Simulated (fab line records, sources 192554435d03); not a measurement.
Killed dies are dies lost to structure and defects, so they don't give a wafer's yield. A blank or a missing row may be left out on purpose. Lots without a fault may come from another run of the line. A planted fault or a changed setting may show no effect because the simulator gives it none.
Problem report in the 8D (eight disciplines) form, filled by code | flow n5_finfet | the parts of the form that need people (team, actions taken, sign-off) are left out

1. THE PROBLEM
chamber_pressure_pa at N5_MIM_BOT_SPUTTER_00 reads a mean of 0.6034 Pa on 6 wafers of 2 lots; wafers without a fault read 0.5001 Pa with a standard deviation of 0.00097. That is +99 or more standard deviations from the usual mean.
The step: material TiN, target thk 35 nm, time 89.7 s.
First seen on wafer L796.2, day 16 15:29, on pvd_sputter-02. The record holds 18 wafers of 6 lots with a number at this step. Rule for "out", or "out of limits": more than 4 standard deviations from the usual mean. The other wafers with a number count as sound.

2. WHAT IT IS AND WHAT IT IS NOT
question                    | is                     | is not
which readings at this step | chamber_pressure_pa    | -
which lots                  | L796, L800             | L789, L792, L794, L808
which wafers of those lots  | all that have a number | -
read on which tools         | pvd_sputter-02         | -
when                        | from day 16 15:29      | up to then (9 sound wafers); but 3 sound wafers of L808 came after

3. SUSPECTS, AND WHAT RULES EACH OUT
Counting: a tool at a process step up to the reading stays a suspect if it ran every lot that is out and no sound lot after the first of them.
- rtp_anneal-01 at N5_BEOL_M15_ANNEAL_48 (time 90 s): ruled out as a lasting fault. Sound lots L808 ran on it after its first lot that is out, L796 (day 16 13:24).
- cmp-04 at N5_BEOL_M15_CMP_49 (polishes, stops on SiO2, t overpolish 4.9 s, target thk 850 nm): kept. It ran every lot that is out, first L796 (day 16 13:42), and no sound lot after that; its last sound lot up to then is L794 (day 15 10:52).
- pvd_sputter-02 at N5_MIM_BOT_DEGAS_01 (time 60 s): ruled out as a lasting fault. Sound lots L808 ran on it after its first lot that is out, L796 (day 16 15:27).
- pvd_sputter-02 at N5_MIM_BOT_SPUTTER_00 (material TiN, target thk 35 nm, time 89.7 s): ruled out as a lasting fault. Sound lots L808 ran on it after its first lot that is out, L796 (day 16 15:29).
Left after counting: cmp-04 at N5_BEOL_M15_CMP_49.

4. THE CAUSE (what the simulator had put in)
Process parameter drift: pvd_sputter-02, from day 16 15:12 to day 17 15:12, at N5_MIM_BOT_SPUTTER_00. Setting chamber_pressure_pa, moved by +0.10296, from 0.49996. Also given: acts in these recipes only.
Counting ruled it out, wrongly.

5. THE CHAIN OF EFFECTS, in route order
Each row: a reading whose mean over the struck wafers that have a number lies more than 3 standard deviations from the usual. Only readings for which the record gives a usual standard deviation are gone through. hours: the time from each lot's start at the first step in this table that gives one to its start at this step, as a median over the lots. sigmas: the change in usual standard deviations.
hours | step                  | reading             | usual     | on struck wafers | change  | sigmas
0     | N5_MIM_BOT_SPUTTER_00 | chamber_pressure_pa | 0.5001 Pa | 0.6034           | +0.1033 | +99 or more
The process steps in it:
- N5_MIM_BOT_SPUTTER_00: material TiN, target thk 35 nm, time 89.7 s.

6. WHAT WOULD HAVE CAUGHT IT SOONER
In this record the first reading out of limits was taken at day 16 15:29, 0 hours after the fault began at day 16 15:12.
